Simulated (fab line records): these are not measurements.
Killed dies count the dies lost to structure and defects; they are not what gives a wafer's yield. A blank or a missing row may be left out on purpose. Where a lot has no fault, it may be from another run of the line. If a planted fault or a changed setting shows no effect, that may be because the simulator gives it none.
Which tool was responsible? + flow nandHarc + 11 lots, 33 wafers sampled, at 5 steps of a route of 1302

WHAT THE GAUGES SHOWED, per wafer
NHARC_P_M0_CD_MEAS_09: the cd target is 90 nm.
| lot  | measured     | on       | cdNm (nm)      |
|------|--------------|----------|----------------|
| L503 | day 6 06:40  | cdSem-01 | 90.2 90.1 90.2 |
| L509 | day 8 11:53  | cdSem-02 | 89.9 90.0 90.8 |
| L510 | day 9 04:47  | cdSem-01 | 89.9 89.3 90.5 |
| L516 | day 11 06:40 | cdSem-02 | 90.7 89.9 90.1 |
| L517 | day 12 00:52 | cdSem-03 | 90.2 90.4 89.9 |
| L519 | day 12 14:56 | cdSem-01 | 90.7 89.9 90.5 |
| L520 | day 13 02:56 | cdSem-02 | 91.5 89.9 91.0 |
| L521 | day 13 16:14 | cdSem-02 | 89.0 88.3 89.1 |
| L522 | day 13 19:38 | cdSem-03 | 91.3 91.3 89.8 |
| L524 | day 14 19:39 | cdSem-02 | 89.1 88.9 89.1 |
| L525 | day 15 16:05 | cdSem-01 | 89.2 89.6 89.8 |

NHARC_P_M0_OVL_MEAS_10: pitch 180 nm.
| lot  | measured     | on         | overlayXNm (nm) | overlayYNm (nm) |
|------|--------------|------------|-----------------|-----------------|
| L503 | day 6 06:45  | overlay-01 | -0.1 0.2 0.1    | 1.0 1.8 0.6     |
| L509 | day 8 11:58  | overlay-02 | 0.2 0.6 0.2     | -1.4 -0.9 -0.9  |
| L510 | day 9 04:52  | overlay-01 | 1.0 0.6 0.6     | 2.4 1.7 1.5     |
| L516 | day 11 06:45 | overlay-02 | 0.1 0.5 0.2     | 0.3 0.0 0.3     |
| L517 | day 12 00:57 | overlay-01 | -0.7 -0.9 -0.6  | -0.5 -0.2 -0.9  |
| L519 | day 12 15:01 | overlay-02 | -0.1 0.1 -0.5   | 1.2 1.3 0.9     |
| L520 | day 13 03:01 | overlay-02 | 1.0 0.4 0.8     | 0.1 -0.3 -0.1   |
| L521 | day 13 16:19 | overlay-02 | -0.2 0.1 -0.8   | 0.5 0.7 -0.2    |
| L522 | day 13 19:44 | overlay-02 | 0.9 0.2 0.9     | -1.5 -1.2 -1.4  |
| L524 | day 14 19:44 | overlay-02 | -1.9 -2.2 -2.0  | 0.5 0.8 0.8     |
| L525 | day 15 16:10 | overlay-02 | -1.0 -1.3 -1.1  | 1.3 1.5 0.7     |

NHARC_END_SORT_01.
| lot  | measured     | on        | defectLimitedYield (%) | killedAtArray | killedAtOther | killedAtPeriphery | killedDies | killedOpen | killedShort | sort_bin_2_pct (%) | sort_bin_3_pct (%) | sort_bin_4_pct (%) | sortNPass   | sortRimYieldPct (%) | sortYieldPct (%) |
|------|--------------|-----------|------------------------|---------------|---------------|-------------------|------------|------------|-------------|--------------------|--------------------|--------------------|-------------|---------------------|------------------|
| L517 | day 30 16:38 | prober-02 | 92.3 91.1 92.2         | 45 46 44      | 0 0 1         | 7 14 8            | 52 60 53   | 0 6 1      | 3 2 2       | 2.5 3.2 2.7        | 0.7 0.7 0.6        | 4.4 4.9 4.6        | 625 617 624 | 98 94 97            | 92.3 91.1 92.2   |
| L519 | day 31 13:20 | prober-02 | 86.0 87.0 92.3         | 86 81 51      | 1 0 0         | 8 7 1             | 95 88 52   | 9 2 1      | 5 1 1       | 5.2 3.4 3.0        | 1.6 1.2 0.6        | 7.2 8.4 4.1        | 582 589 625 | 94 96 91            | 86.0 87.0 92.3   |
| L521 | day 32 02:38 | prober-02 | 90.5 92.2 92.2         | 64 51 52      | 0 0 0         | 0 2 1             | 64 53 53   | 5 5 2      | 3 3 3       | 2.1 3.1 2.4        | 0.9 0.1 0.7        | 6.5 4.6 4.7        | 613 624 624 | 96 95 98            | 90.5 92.2 92.2   |
| L524 | day 32 17:44 | prober-01 | 95.6 96.6 96.0         | 24 19 23      | 3 2 1         | 3 2 3             | 30 23 27   | 4 5 4      | 3 0 1       | 0.7 1.5 1.6        | 0.3 0.3 0.1        | 3.4 1.6 2.2        | 647 654 650 | 98 99 95            | 95.6 96.6 96.0   |

WHAT TOOL EACH LOT RAN ON (gives the tool, then ch and the chambers of the sampled wafers, and finally the start)
| lot  | NHARC_P_CONTACT_CMP_24        | NHARC_P_M0_ETCH_34                |
|------|-------------------------------|-----------------------------------|
| L503 | cmp-03 ch 0,1, day 6 05:29    | rieDiel-10 ch 0,2,3, day 6 06:56  |
| L509 | cmp-02 ch 0,1,3, day 8 10:34  | rieDiel-10 ch 0,1,3, day 8 12:09  |
| L510 | cmp-02 ch 0,1, day 9 03:29    | rieDiel-11 ch 0,1, day 9 05:13    |
| L516 | cmp-03 ch 0,1,2, day 11 05:22 | rieDiel-11 ch 0,1, day 11 07:13   |
| L517 | cmp-04 ch 0,3, day 11 23:43   | rieDiel-11 ch 0,1,3, day 12 01:08 |
| L519 | cmp-04 ch 0,3, day 12 13:39   | rieDiel-10 ch 1,2,3, day 12 15:14 |
| L520 | cmp-03 ch 1,3, day 13 01:46   | rieDiel-10 ch 0,1, day 13 03:12   |
| L521 | cmp-03 ch 0,2, day 13 15:03   | rieDiel-10 ch 1,2,3, day 13 16:31 |
| L522 | cmp-03 ch 1,2,3, day 13 18:29 | rieDiel-03 ch 0,1,2, day 13 19:58 |
| L524 | cmp-03 ch 0,2,3, day 14 18:21 | rieDiel-10 ch 0,1,2, day 14 19:55 |
| L525 | cmp-04 ch 2,3, day 15 14:45   | rieDiel-11 ch 2,3, day 15 16:21   |
- NHARC_P_CONTACT_CMP_24: polishes, t overpolish 30 s, target thk 200 nm.
- NHARC_P_M0_ETCH_34: etches the open film in N2/H2, target depth 40 nm, overetch 12 nm, time 43.94 s.

WHAT THE TOOLS THEMSELVES READ (means of the sampled wafers that have a number; where no wafer has one, the mark that the record gives instead)
NHARC_P_CONTACT_CMP_24.
| lot  | tool   | edgeZonePressureFrac | motorCurrentA (A) | overpolishRunS (s) | timeToEndpointS (s) |
|------|--------|----------------------|-------------------|--------------------|---------------------|
| L503 | cmp-03 | 0.996                | 11.1              | 30.000             | 36.0                |
| L509 | cmp-02 | 0.998                | 11.7              | 29.998             | 42.0                |
| L510 | cmp-02 | 1.002                | 12.4              | 29.996             | 37.2                |
| L516 | cmp-03 | 0.999                | 11.2              | 30.003             | 38.4                |
| L517 | cmp-04 | 0.997                | 12.0              | 30.001             | 40.9                |
| L519 | cmp-04 | 1.006                | 11.6              | 29.998             | 40.8                |
| L520 | cmp-03 | 1.006                | 15.1              | 29.997             | 40.7                |
| L521 | cmp-03 | 0.999                | 12.0              | 29.993             | 39.8                |
| L522 | cmp-03 | 1.000                | 13.5              | 29.998             | 37.4                |
| L524 | cmp-03 | 1.002                | 13.4              | 30.002             | 39.9                |
| L525 | cmp-04 | 1.000                | 11.9              | 29.997             | 38.0                |

NHARC_P_M0_ETCH_34.
| lot  | tool       | biasW (W) | drypumpMotorCurrentA (A) | oesProductAu (a.u.) | rfVppV (V) | runLengthS (s) | showerheadPlenumPTorr (Torr) | throttleValvePct (%) |
|------|------------|-----------|--------------------------|---------------------|------------|----------------|------------------------------|----------------------|
| L503 | rieDiel-10 | 150.2     | 6.4                      | 1.007               | 430.4      | 65.0           | 2.02                         | 14.182               |
| L509 | rieDiel-10 | 150.2     | 6.2                      | 1.014               | 430.9      | 64.9           | 2.08                         | 14.176               |
| L510 | rieDiel-11 | 149.4     | 5.7                      | 1.012               | 431.5      | 65.3           | 2.07                         | 14.167               |
| L516 | rieDiel-11 | 150.1     | 5.6                      | 1.002               | 430.9      | 61.0           | 2.05                         | 14.166               |
| L517 | rieDiel-11 | 150.3     | 5.9                      | 1.011               | 431.7      | 61.1           | 2.11                         | 14.169               |
| L519 | rieDiel-10 | 150.2     | 6.4                      | 0.990               | 429.2      | 65.2           | 1.99                         | 14.169               |
| L520 | rieDiel-10 | 150.4     | 6.1                      | 1.000               | 433.8      | 64.7           | 2.15                         | 14.174               |
| L521 | rieDiel-10 | 149.8     | 6.4                      | 1.007               | 429.7      | 65.1           | 1.99                         | 14.169               |
| L522 | rieDiel-03 | 149.7     | 6.3                      | 0.988               | 430.1      | 65.2           | 2.04                         | 14.173               |
| L524 | rieDiel-10 | 149.7     | 6.2                      | 1.000               | 430.7      | 64.9           | 2.06                         | 14.176               |
| L525 | rieDiel-11 | 149.6     | 6.2                      | 0.993               | 432.1      | 64.9           | 2.11                         | 14.177               |

THE ANSWER, worked out from the rows above alone
Rule: what is usual is taken from the lots themselves. The widest of any qualifying gaps counts: lots, ordered by their means at a reading, are off when they make up no more than a third of the lots, leave a main group of 4 or more, and stand apart from it by 3 or more times the standard deviation of that group's means. A main group whose means are all the same, to the digits that the tables above print for the reading, isn't used. Also off: a lot with no number at a reading for which 4 or more lots have one. All remaining lots with rows at the step are treated as sound. After the gauges, taken in route order, come the tools' own readings; for these a lot's mean is taken, as printed above. At the first step where some lot is off, the reading lying furthest off is the one used; lots without a number count as furthest.
Off: L516, L517 (NHARC_P_M0_ETCH_34, runLengthS). Mean 65.0 s and standard deviation 0.18 in the main group.
A tool fits if, at that step or a process step before it, it ran every lot that is off, and no sound lot after the first of them. No candidate that was tried fits.

WHAT THE SIMULATOR HAD INSERTED
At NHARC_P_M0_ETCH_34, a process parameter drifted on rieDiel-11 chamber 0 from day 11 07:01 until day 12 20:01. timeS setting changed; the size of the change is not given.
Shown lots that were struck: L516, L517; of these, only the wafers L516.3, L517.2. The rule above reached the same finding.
